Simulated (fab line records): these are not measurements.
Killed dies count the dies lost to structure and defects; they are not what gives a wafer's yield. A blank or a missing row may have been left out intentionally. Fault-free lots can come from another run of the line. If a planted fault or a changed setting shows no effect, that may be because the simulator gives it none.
fab line records	flow n5-finfet	part 2 of 2: steps 5 to 6 of 6
[record] lots = 23	wafers = 69	last-day = 18
route steps=1938 shown MIM_BOT_ETCH@1867 PAD_METAL@1893 PASSIVATION@1905
lots that met no fault: taken from a fault-free run of the same line
start-h: hours from the record's opening day to when the first of the lot's shown wafers began	wait-h: how many hours have passed since the lot's step before this one	" as in the row above	L1.1+2: a row that stands for several wafers	- no value, or no start given	* or withheld: withheld	< > ~ a bound
route shown NAME@n: NAME is a module with steps in the file, n the number in the route of the first one	usual: mean and standard deviation over wafers with no fault	same: alike in all rows	chamber/n: place in a boat	sites: the reading at each site	_std_site: standard deviation across them	_edge_site: mean of outer sites minus mean of inner sites	radius-mm: how far each site lies from the wafer's centre	mask NAME#n: copy n	behind: tool/chamber where the wafer was last shaped	hold: the reason the lot was held/the length of the hold in hours/how it ended	device: which transistor (n, p or np) failed to switch	end of line: the tests these same wafers got at the end of their route	where a step has no rows: the recipe by itself	killed: count of dies lost to structure and defects at first sort (not the wafer's yield)	map: the dies of a wafer, with x for killed, . for not killed, _ for no die there
set.NAME: the run value of the setting; set.NAME@STEP: its run value at that earlier step	model.NAME: the simulator's own value behind a step, which no gauge read
the route's steps for a sample of lots (tables are steps, rows are wafers)
services: from which hour (start-h, from the record's first day; less than 0 if before it) a tool's chamber was out of use, for how many hours, and why
[[steps]]
[step N5_PASSIVATION_PECVD_35]
[recipe] material = SiNx	target-thk-a = 7000	temp-c = 400	precursor = SiH4/NH3/N2	pressure-torr = 4.9	rf-w = 1406	time-s = 151.3
[usual] heater-power-w = 379/83	rf-fwd-power-W = 1400/4.5	showerhead-plenum-p-Torr = 8.70/0.051	throttle-valve-pct = 29.3/1.5
lot.wafer	tool	chamber	start-h	wait-h	heater-power-w	rf-fwd-power-W	showerhead-plenum-p-Torr	throttle-valve-pct
L074.2	pecvd-04	2	258.86	0.1	456	1402	8.65	28.0
L074.3	"	1	"	"	363	1391	8.78	31.3
L074.4	"	1	"	"	389	1395	8.78	30.9
L075.2	pecvd-02	0	284.08	0.1	498	1401	8.63	30.1
L075.3	"	2	"	"	407	1393	8.67	29.0
L075.6	"	0	"	"	339	1398	8.65	30.0
L078.2	pecvd-04	1	290.31	0.1	280	1401	8.75	31.5
L078.5	"	2	"	"	309	1398	8.65	28.0
L078.6	"	0	"	"	541	1401	8.74	27.9
L076.1	pecvd-04	2	295.52	0.1	479	1402	8.64	28.0
L076.2	"	0	"	"	420	1398	8.74	27.6
L076.4	"	1	"	"	365	1398	8.78	31.5
L077.2	pecvd-02	2	304.64	0.1	372	1402	8.70	29.1
L077.3	"	1	"	"	293	1400	8.65	31.3
L077.5	"	1	"	"	317	1403	8.65	31.7
L079.4	pecvd-02	1	304.99	0.1	338	1403	8.66	31.8
L079.5	"	0	"	"	412	1398	8.66	29.9
L079.6	"	2	"	"	402	1401	8.70	29.1
L080.3	pecvd-02	2	308.67	0.1	326	1397	8.70	29.1
L080.4	"	2	"	"	371	1404	8.71	29.3
L080.6	"	1	"	"	226	1409	8.68	31.5
L081.3	pecvd-04	0	316.04	0.1	460	1401	8.73	27.9
L081.4	"	0	"	"	498	1409	8.74	28.0
L081.5	"	1	"	"	254	1406	8.75	31.2
L082.1	pecvd-03	2	316.21	0.1	341	1402	8.65	27.7
L082.2	"	1	"	"	322	1404	8.81	30.0
L082.3	"	0	"	"	380	1400	8.66	27.3
L085.1	pecvd-04	1	335.77	0.1	296	1389	8.76	31.2
L085.3	"	2	"	"	435	1395	8.68	28.2
L085.6	"	2	"	"	450	1401	8.65	28.3
L087.2	pecvd-04	0	342.06	0.1	502	1402	8.73	27.9
L087.3	"	1	"	"	292	1396	8.77	31.4
L087.4	"	2	"	"	387	1396	8.66	28.3
L084.2	pecvd-03	1	342.84	0.1	386	1399	8.80	29.9
L084.3	"	2	"	"	351	1399	8.68	27.4
L084.5	"	2	"	"	222	1400	8.67	27.4
L086.1	pecvd-04	2	347.09	0.1	435	1401	8.66	28.3
L086.2	"	0	"	"	417	1395	8.71	27.9
L086.5	"	2	"	"	461	1391	8.66	28.3
L091.1	pecvd-03	0	384.66	0.1	398	1408	8.65	27.5
L091.3	"	1	"	"	423	1401	8.79	30.0
L091.4	"	0	"	"	258	1409	8.64	27.2
L093.1	pecvd-02	2	391.05	0.1	376	1392	8.71	29.0
L093.3	"	1	"	"	350	1398	8.64	31.6
L093.4	"	2	"	"	401	1399	8.71	29.2
L089.1	pecvd-03	0	391.33	0.1	382	1404	8.64	27.5
L089.4	"	0	"	"	400	1405	8.63	27.6
L089.6	"	2	"	"	302	1401	8.66	28.1
L090.1	pecvd-04	1	391.92	0.1	357	1396	8.77	31.5
L090.3	"	0	"	"	497	1408	8.71	27.7
L090.6	"	1	"	"	250	1399	8.78	31.7
L088.2	pecvd-03	0	396.08	0.1	393	1402	8.64	27.5
L088.3	"	2	"	"	337	1406	8.69	27.9
L088.4	"	2	"	"	357	1396	8.65	27.7
L092.3	pecvd-04	0	396.13	0.1	504	1401	8.73	27.6
L092.4	"	1	"	"	371	1390	8.78	31.4
L092.6	"	0	"	"	544	1404	8.73	27.4
L094.4	pecvd-04	1	402.69	0.1	245	1402	8.77	31.6
L094.5	"	0	"	"	555	1404	8.74	28.0
L094.6	"	2	"	"	415	1401	8.66	27.2
L095.1	pecvd-03	0	413.86	0.1	397	1405	8.66	27.7
L095.3	"	2	"	"	225	1396	8.68	28.0
L095.5	"	0	"	"	261	1404	8.65	27.5
L096.1	pecvd-02	2	413.92	0.1	404	1400	8.70	29.4
L096.3	"	1	"	"	355	1395	8.67	31.5
L096.4	"	1	"	"	217	1404	8.66	31.7
L097.3	pecvd-02	1	425.26	0.1	238	1402	8.64	31.5
L097.4	"	2	"	"	384	1404	8.71	29.5
L097.5	"	1	"	"	277	1398	8.67	31.7
[step N5_PASSIVATION_ETCH_54]
[recipe] chemistry = CHF3/O2	target = SiO2	target-depth-a = 8800	CHF3_flow_sccm = 50	O2_flow_sccm = 5	Ar_flow_sccm = 200	time-s = 440	mask-material = PR	pressure-mtorr = 30	source-w = 650	bias-w = 170	ion-energy-ev = 200
[usual] O2_flow_sccm = 5.001/0.016	bias-w = 170.0/0.49	drypump-motor-current-A = 5.8/0.54	oes-product-au = 0.79/0.069	rf-fwd-power-W = 649.1/2	rf-vpp-V = 522/4.1	showerhead-plenum-p-Torr = 2.43/0.084	throttle-valve-pct = 18.86/0.2
lot.wafer	tool	chamber	start-h	wait-h	O2_flow_sccm	bias-w	drypump-motor-current-A	oes-product-au	rf-fwd-power-W	rf-hours-counter-h	rf-vpp-V	showerhead-plenum-p-Torr	throttle-valve-pct
L074.2	rie-diel-01	1	259.77	0.1	5.018	170.4	6.0	0.83	649.6	80	524	2.44	19.09
L074.3	"	0	"	"	5.005	169.8	5.3	0.87	646.6	39	515	2.36	18.66
L074.4	"	3	"	"	4.973	169.8	5.4	0.73	651.3	167	522	2.40	19.13
L075.2	rie-diel-05	2	285.26	0.1	4.990	169.7	5.7	0.82	649.0	73	523	2.44	19.04
L075.3	"	3	"	"	4.951	170.2	6.0	0.88	646.1	48	529	2.54	18.85
L075.6	"	2	"	"	5.007	169.7	5.7	0.82	648.5	-	521	2.44	19.05
L078.2	rie-diel-01	0	291.69	0.1	5.027	170.9	5.3	0.86	650.0	52	515	2.35	18.70
L078.5	"	0	"	"	5.010	170.9	5.2	0.86	649.9	-	515	2.35	18.69
L078.6	"	1	"	"	4.988	169.1	6.0	0.81	649.1	-	524	2.44	19.12
L076.1	rie-diel-02	0	296.35	0.1	5.011	170.5	6.0	0.92	648.8	29	522	2.55	18.51
L076.2	"	3	"	"	4.980	170.1	5.7	0.72	646.8	207	523	2.49	18.98
L076.4	"	1	"	"	5.035	169.8	5.4	0.71	645.7	218	522	2.29	18.88
L077.2	rie-diel-05	2	305.63	0.1	4.977	170.2	5.7	0.81	646.5	81	522	2.44	19.08
L077.3	"	3	"	"	4.997	170.6	5.9	0.87	650.8	57	527	2.54	18.86
L077.5	"	0	"	"	5.025	170.1	6.6	0.76	648.3	-	528	2.52	18.83
L079.4	rie-diel-05	3	306.37	0.1	4.998	169.8	5.9	0.86	649.3	-	527	2.54	18.85
L079.5	"	0	"	"	5.005	170.2	6.6	0.76	647.3	-	529	2.52	18.82
L079.6	"	2	"	"	5.022	170.4	5.7	0.81	649.0	-	522	2.44	19.08
L080.3	rie-diel-02	0	309.69	0.1	5.013	170.1	6.0	0.90	651.0	34	523	2.55	18.53
L080.4	"	1	"	"	4.985	169.7	5.5	0.70	647.9	223	524	2.29	18.90
L080.6	"	2	"	"	4.983	169.2	5.1	0.84	653.3	-	516	2.35	18.63
L081.3	rie-diel-02	1	316.83	0.1	5.020	170.1	5.4	0.70	651.8	225	523	2.28	18.91
L081.4	"	2	"	"	5.018	170.6	5.1	0.84	648.7	49	518	2.35	18.63
L081.5	"	2	"	"	5.006	170.1	5.1	0.84	649.1	-	517	2.35	18.63
L082.1	rie-diel-05	3	317.23	0.1	5.000	169.7	6.0	0.86	650.3	63	527	2.54	18.87
L082.2	"	0	"	"	4.992	169.7	6.6	0.76	651.3	155	529	2.51	18.83
L082.3	"	2	"	"	5.008	170.5	5.6	0.80	650.6	87	523	2.44	19.09
L085.1	rie-diel-01	3	336.68	0.1	5.003	169.9	5.4	0.72	649.4	198	525	2.39	19.19
L085.3	"	1	"	"	5.011	170.2	6.0	0.80	646.8	109	524	2.43	19.12
L085.6	"	0	"	"	4.980	170.4	5.2	0.84	644.3	-	516	2.35	18.72
L087.2	rie-diel-01	0	342.84	0.1	4.993	169.8	5.2	0.83	648.8	70	517	2.34	18.71
L087.3	"	3	"	"	4.990	169.7	5.5	0.71	647.6	200	523	2.39	19.18
L087.4	"	2	"	"	5.004	169.3	6.8	0.71	651.2	-	517	2.39	18.98
L084.2	rie-diel-01	3	344.03	0.1	4.996	169.1	5.4	0.71	649.1	201	525	2.39	19.18
L084.3	"	0	"	"	5.015	170.5	5.2	0.84	647.0	71	516	2.34	18.73
L084.5	"	0	"	"	4.999	169.6	5.2	0.83	648.3	-	515	2.34	18.73
L086.1	rie-diel-01	0	348.13	0.2	4.980	169.8	5.2	0.83	648.3	73	516	2.34	18.73
L086.2	"	2	"	"	4.996	170.0	6.8	0.70	651.5	220	517	2.39	18.97
L086.5	"	0	"	"	5.027	169.8	5.3	0.84	648.7	-	514	2.34	18.72
L091.1	rie-diel-02	1	385.56	0.1	5.036	170.5	5.5	0.69	646.9	246	523	2.28	18.95
L091.3	"	3	"	"	5.021	169.9	5.7	0.69	651.0	236	522	2.47	19.05
L091.4	"	0	"	"	5.005	169.9	6.0	0.87	646.6	57	523	2.54	18.55
L093.1	rie-diel-05	2	391.88	0.1	4.993	169.6	5.7	0.78	651.7	114	522	2.43	19.14
L093.3	"	3	"	"	5.008	170.5	5.9	0.83	649.4	90	528	2.53	18.91
L093.4	"	1	"	"	4.994	170.4	6.7	0.88	651.5	25	522	2.56	18.63
L089.1	rie-diel-02	3	392.27	0.1	5.007	169.7	5.7	0.69	645.0	238	523	2.47	19.02
L089.4	"	1	"	"	4.993	170.3	5.5	0.69	651.5	248	523	2.28	18.93
L089.6	"	1	"	"	4.990	170.5	5.5	0.69	647.8	-	522	2.28	18.94
L090.1	rie-diel-05	1	392.93	0.1	5.015	170.5	6.8	0.88	650.9	26	522	2.56	18.63
L090.3	"	3	"	"	5.025	169.4	6.0	0.83	647.0	90	529	2.53	18.92
L090.6	"	2	"	"	5.005	170.3	5.7	0.78	648.3	-	523	2.43	19.12
L088.2	rie-diel-01	1	396.99	0.1	5.009	170.3	6.0	0.79	649.2	121	524	2.43	19.15
L088.3	"	3	"	"	5.010	170.2	5.5	0.69	648.8	220	524	2.38	19.22
L088.4	"	2	"	"	4.996	169.7	6.8	0.69	653.1	238	518	2.39	19.01
L092.3	rie-diel-02	3	397.17	0.1	4.996	170.5	5.7	0.69	648.1	240	523	2.47	19.05
L092.4	"	3	"	"	5.008	169.8	5.7	0.69	652.4	-	523	2.47	19.04
L092.6	"	2	"	"	4.996	170.6	5.1	0.81	649.4	-	517	2.34	18.68
L094.4	rie-diel-02	2	403.69	0.1	4.981	169.7	5.1	0.80	650.8	-	517	2.34	18.68
L094.5	"	3	"	"	5.003	171.0	5.7	0.69	644.6	-	523	2.47	19.04
L094.6	"	0	"	"	5.002	169.0	6.0	0.86	647.1	-	522	2.54	18.58
L095.1	rie-diel-02	2	414.77	0.1	5.019	169.9	5.1	0.80	649.9	83	517	2.34	18.69
L095.3	"	0	"	"	5.009	170.2	6.0	0.85	647.3	68	523	2.54	18.58
L095.5	"	0	"	"	5.005	169.7	6.0	0.85	647.2	-	524	2.54	18.58
L096.1	rie-diel-05	2	414.81	0.1	4.981	170.4	5.7	0.77	648.5	122	522	2.42	19.13
L096.3	"	1	"	"	5.021	168.8	6.7	0.86	647.7	35	522	2.56	18.66
L096.4	"	0	"	"	4.997	170.2	6.5	0.74	646.4	181	528	2.50	18.89
L097.3	rie-diel-02	0	426.17	0.1	4.987	170.1	6.0	0.85	649.7	73	523	2.53	18.59
L097.4	"	2	"	"	5.002	170.1	5.1	0.80	646.7	-	517	2.34	18.69
L097.5	"	3	"	"	5.011	170.2	5.7	0.68	650.6	-	522	2.47	19.05
[[services]]
tool	chamber	start-h	hours	kind
rie-diel-01	-	241.09	2.8	pm
pecvd-03	2	251.47	8.9	repair
rie-diel-02	2	258.74	4.7	repair
pecvd-04	-	263.57	0.9	repair
pecvd-03	2	265.86	7.6	repair
rie-metal-03	-	274.47	2.8	pm
pecvd-04	-	280.69	0.6	repair
rie-diel-01	0	293.16	1.2	repair
pecvd-04	1	328.94	5.0	repair
pvd-sputter-03	-	336.40	31.4	repair
rie-diel-01	1	336.96	29.8	repair
rie-diel-01	3	346.95	3.7	repair
pvd-sputter-01	-	351.91	3.6	repair
rie-diel-05	0	358.61	19.6	repair
rie-diel-05	-	359.51	0.3	repair
pecvd-04	2	371.53	-	clean
pecvd-04	2	371.53	29.5	scheduled-down
pecvd-04	2	371.53	29.5	vent-cycle
pecvd-04	-	372.76	1.4	repair
rie-diel-02	1	394.98	-	clean
rie-diel-02	1	394.98	-	consumable-replace:focus-ring
rie-diel-02	1	394.98	-	consumable-replace:showerhead
rie-diel-02	1	394.98	26.7	scheduled-down
rie-metal-02	0	400.78	8.8	repair
